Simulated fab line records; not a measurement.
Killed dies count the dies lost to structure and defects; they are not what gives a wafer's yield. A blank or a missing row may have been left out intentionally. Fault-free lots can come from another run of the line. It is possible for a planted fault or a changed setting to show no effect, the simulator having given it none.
Which tool is to blame? + flow n5 finfet + 11 lots with 31 wafers sampled at 5 steps, on a route of 1938 steps

## WHAT THE GAUGES READ, wafer by wafer
N5_BEOL_M2_OVL_MEAS_12. Usual: M2_OVL typically reads 0.6 nm, with standard deviation 0.69.
| lot  | measured     | on         | M2_OVL (nm)  | flag |
|------|--------------|------------|--------------|------|
| L591 | day 7 22:34  | overlay-02 | -1.1 0.5 0.4 |      |
| L594 | day 7 22:47  | overlay-01 | 0.5 0.7 0.4  |      |
| L592 | day 7 23:07  | overlay-02 | 0.1 0.3 0.5  |      |
| L593 | day 8 02:36  | overlay-01 | 0.6 -0.8 0.7 |      |
| L595 | day 8 03:49  | overlay-02 | 1.0 -0.5 0.8 |      |
| L598 | day 8 16:49  | overlay-01 | 0.5 1.4 1.5  |      |
| L599 | day 8 20:38  | overlay-02 | 0.7 -1.0 0.8 |      |
| L607 | day 10 23:22 | overlay-02 | 0.2 0.5      |      |
| L609 | day 11 10:41 | overlay-02 | 1.2 -0.1 0.2 |      |
| L612 | day 11 22:43 | overlay-01 | -1.2 -0.7    |      |
| L613 | day 12 16:37 | overlay-01 | 1.2 0.7 1.8  |      |

N5_BEOL_M2_OVL_MEAS_29. Usual: V1_OVL typically reads 0.3 nm, with standard deviation 0.65.
| lot  | measured     | on         | V1_OVL (nm)    | flag |
|------|--------------|------------|----------------|------|
| L591 | day 7 23:39  | overlay-02 | -0.8 -1.0 -1.4 |      |
| L594 | day 7 23:43  | overlay-01 | 0.7 1.4 0.4    |      |
| L592 | day 8 00:17  | overlay-02 | 1.3 0.6 1.1    |      |
| L593 | day 8 04:19  | overlay-01 | 0.5 1.1 1.4    |      |
| L595 | day 8 04:58  | overlay-02 | 0.9 0.3 0.7    |      |
| L598 | day 8 17:49  | overlay-01 | 0.6 1.4 0.2    |      |
| L599 | day 8 21:31  | overlay-02 | -0.2 0.3 -0.2  |      |
| L607 | day 11 00:14 | overlay-02 | -0.4 -0.2      |      |
| L609 | day 11 11:46 | overlay-02 | 0.0 0.7 -0.7   |      |
| L612 | day 11 23:43 | overlay-02 | -0.5 0.7       |      |
| L613 | day 12 17:37 | overlay-02 | -0.5 -1.1 -0.1 |      |

N5_BEOL_M2_INSPECT_30: inspects for defects (brightfield). Usual: 449 for raw defect count, sd 110.
| lot  | measured     | on                | raw defect count | flag |
|------|--------------|-------------------|------------------|------|
| L591 | day 7 23:43  | defect inspect-02 | 495 338 562      |      |
| L594 | day 7 23:46  | defect inspect-02 | 448 435 408      |      |
| L592 | day 8 00:21  | defect inspect-02 | 368 346 407      |      |
| L593 | day 8 04:22  | defect inspect-01 | 344 505 463      |      |
| L595 | day 8 05:01  | defect inspect-02 | 573 353 449      |      |
| L598 | day 8 17:52  | defect inspect-02 | 480 460 403      |      |
| L599 | day 8 21:34  | defect inspect-01 | 480 509 357      |      |
| L607 | day 11 00:18 | defect inspect-01 | 713 780          |      |
| L609 | day 11 11:50 | defect inspect-02 | 281 360 245      |      |
| L612 | day 11 23:45 | defect inspect-01 | 442 485          |      |
| L613 | day 12 17:41 | defect inspect-01 | 332 327 419      |      |

N5_BEOL_M4_RC_MEAS_101. Usual: DIBL_N 36.6 mV/V, standard deviation 2.1; DIBL_P 36.5 mV/V, standard deviation 2.7; IOFF_N 0.17 nA/um, standard deviation 0.043; IOFF_P 0.22 nA/um, standard deviation 0.045; ION_N 674 uA/um, standard deviation 17; ION_P 461 uA/um, standard deviation 9.9; SS_N 71.7 mV/dec, standard deviation 0.79; SS_P 73.4 mV/dec, standard deviation 0.79; VT_N 249 mV, standard deviation 4; VT_P -250 mV, standard deviation 3.3.
| lot  | measured     | on        | DIBL_N (mV/V)  | DIBL_P (mV/V)  | IOFF_N (nA/um) | IOFF_P (nA/um) | ION_N (uA/um) | ION_P (uA/um) | SS_N (mV/dec)  | SS_P (mV/dec)  | VT_N (mV)   | VT_P (mV)      | flag |
|------|--------------|-----------|----------------|----------------|----------------|----------------|---------------|---------------|----------------|----------------|-------------|----------------|------|
| L591 | day 8 23:49  | prober-02 | 37.2 31.8 34.4 | 35.6 30.3 34.2 | 0.18 0.10 0.14 | 0.23 0.16 0.21 | 672 658 681   | 466 458 475   | 71.4 69.4 70.2 | 73.3 72.2 73.3 | 247 253 250 | -248 -252 -249 |      |
| L594 | day 9 02:46  | prober-01 | 39.7 36.1 35.1 | 39.8 32.2 33.3 | 0.19 0.13 0.12 | 0.27 0.15 0.17 | 657 644 645   | 452 439 449   | 71.8 70.9 70.6 | 75.0 72.2 72.6 | 249 254 254 | -248 -255 -255 |      |
| L592 | day 9 02:56  | prober-02 | 40.5 37.7 38.3 | 39.4 35.1 37.4 | 0.23 0.17 0.20 | 0.26 0.19 0.23 | 695 676 693   | 463 454 464   | 73.2 72.8 72.4 | 74.4 73.9 73.9 | 247 250 248 | -250 -254 -248 |      |
| L593 | day 9 08:06  | prober-02 | 34.9 35.6 36.0 | 34.8 34.2 34.3 | 0.16 0.17 0.17 | 0.26 0.25 0.25 | 695 653 679   | 487 460 465   | 71.3 71.6 71.9 | 72.6 73.1 73.2 | 249 250 248 | -244 -245 -246 |      |
| L595 | day 9 23:44  | prober-02 | 39.5 39.0 37.1 | 41.3 40.2 36.6 | 0.25 0.25 0.20 | 0.30 0.30 0.23 | 692 689 687   | 469 468 465   | 73.0 72.0 72.0 | 74.9 74.1 73.9 | 244 242 248 | -246 -245 -246 |      |
| L598 | day 10 02:48 | prober-01 | 35.0 36.8 34.8 | 36.0 37.5 35.0 | 0.16 0.17 0.15 | 0.23 0.24 0.20 | 689 670 680   | 474 458 468   | 71.0 71.2 70.5 | 73.7 73.5 72.8 | 247 249 250 | -247 -247 -251 |      |
| L599 | day 10 02:13 | prober-02 | 35.5 37.8 35.6 | 36.0 38.4 35.0 | 0.15 0.19 0.15 | 0.23 0.27 0.21 | 673 682 684   | 467 478 473   | 71.9 72.0 71.7 | 73.6 74.2 73.3 | 248 249 250 | -246 -246 -247 |      |
| L607 | day 12 11:46 | prober-02 | 37.5 36.2      | 37.3 36.1      | 0.21 0.18      | 0.22 0.20      | 678 699       | 460 469       | 71.7 71.6      | 73.9 73.4      | 244 246     | -250 -250      |      |
| L609 | day 12 18:49 | prober-01 | 37.2 36.0 37.9 | 37.7 36.6 38.2 | 0.18 0.17 0.19 | 0.24 0.23 0.24 | 699 678 664   | 478 465 456   | 72.0 71.1 72.0 | 73.5 73.3 73.2 | 247 246 245 | -246 -247 -249 |      |
| L612 | day 15 04:58 | prober-02 | 34.8 33.9      | 32.7 32.3      | 0.12 0.10      | 0.14 0.14      | 672 645       | 456 446       | 70.9 70.4      | 72.0 72.4      | 254 257     | -254 -256      |      |
| L613 | day 14 08:18 | prober-02 | 38.0 37.7 35.5 | 35.3 35.8 33.8 | 0.19 0.16 0.14 | 0.20 0.20 0.17 | 693 654 680   | 467 445 472   | 72.9 71.8 71.3 | 73.4 73.4 73.6 | 246 251 251 | -252 -252 -252 |      |

## EACH LOT AND THE TOOL THAT RAN IT (in order: tool; ch and the chambers of the sampled wafers; start)
| lot  | N5_BEOL_M2_COAT_67                |
|------|-----------------------------------|
| L591 | litho track-04 ch 0, day 7 23:13  |
| L594 | litho track-04 ch 0, day 7 23:23  |
| L592 | litho track-04 ch 0, day 7 23:51  |
| L593 | litho track-02 ch 0, day 8 03:52  |
| L595 | litho track-04 ch 0, day 8 04:38  |
| L598 | litho track-04 ch 0, day 8 17:22  |
| L599 | litho track-04 ch 0, day 8 21:11  |
| L607 | litho track-03 ch 0, day 10 23:56 |
| L609 | litho track-04 ch 0, day 11 11:20 |
| L612 | litho track-04 ch 0, day 11 23:16 |
| L613 | litho track-04 ch 0, day 12 17:11 |
- N5_BEOL_M2_COAT_67: time 60 s, resist thk 60 nm.

## AS READ BY THE TOOLS THEMSELVES (means over the sampled wafers that have a number; for cases with no such wafer, the mark the record gives instead)
N5_BEOL_M2_COAT_67. Usual: chill plate temp C 22.99 C, standard deviation 0.1; heater power total W 500.7 W, standard deviation 1.9; spin speed rpm 1500.1 rpm, standard deviation 1.1.
| lot  | tool           | chill plate temp C (C) | heater power total W (W) | spin speed rpm (rpm) | flag |
|------|----------------|------------------------|--------------------------|----------------------|------|
| L591 | litho track-04 | 22.95                  | 500.5                    | 1500.8               |      |
| L594 | litho track-04 | 22.84                  | 501.2                    | 1498.8               |      |
| L592 | litho track-04 | 23.05                  | 499.7                    | 1500.7               |      |
| L593 | litho track-02 | 22.96                  | 501.3                    | 1499.1               |      |
| L595 | litho track-04 | 23.02                  | 499.8                    | 1594.3               | OFF  |
| L598 | litho track-04 | 22.87                  | 500.9                    | 1594.8               | OFF  |
| L599 | litho track-04 | 22.96                  | 502.0                    | 1595.9               | OFF  |
| L607 | litho track-03 | 22.93                  | 501.4                    | 1499.0               |      |
| L609 | litho track-04 | 23.06                  | 500.7                    | 1500.7               |      |
| L612 | litho track-04 | 23.25                  | 501.8                    | 1501.0               |      |
| L613 | litho track-04 | 23.08                  | 499.1                    | 1500.7               |      |

## THE ANSWER, worked out from the rows above alone
Rule: lot off if the mean of its wafers having a number is beyond 3 standard deviations from the usual mean. A lot without any number at a reading at which 4 lots or more have one is off too. Any other lot the step has rows for is counted as sound. The gauges are gone through in route order, then the tools' own readings, and for those a lot's mean is taken as printed above. The first step at which some lot is off is used, and at that step the reading that is off furthest; a lot without a number counts as furthest.
Off: L595, L598, L599 (N5_BEOL_M2_COAT_67, spin speed rpm).
A tool fits if, at that step or a process step before it, it ran every lot that is off, and no sound lot after the first of them. None of those tried fits.

## WHAT WAS PUT IN BY THE SIMULATOR
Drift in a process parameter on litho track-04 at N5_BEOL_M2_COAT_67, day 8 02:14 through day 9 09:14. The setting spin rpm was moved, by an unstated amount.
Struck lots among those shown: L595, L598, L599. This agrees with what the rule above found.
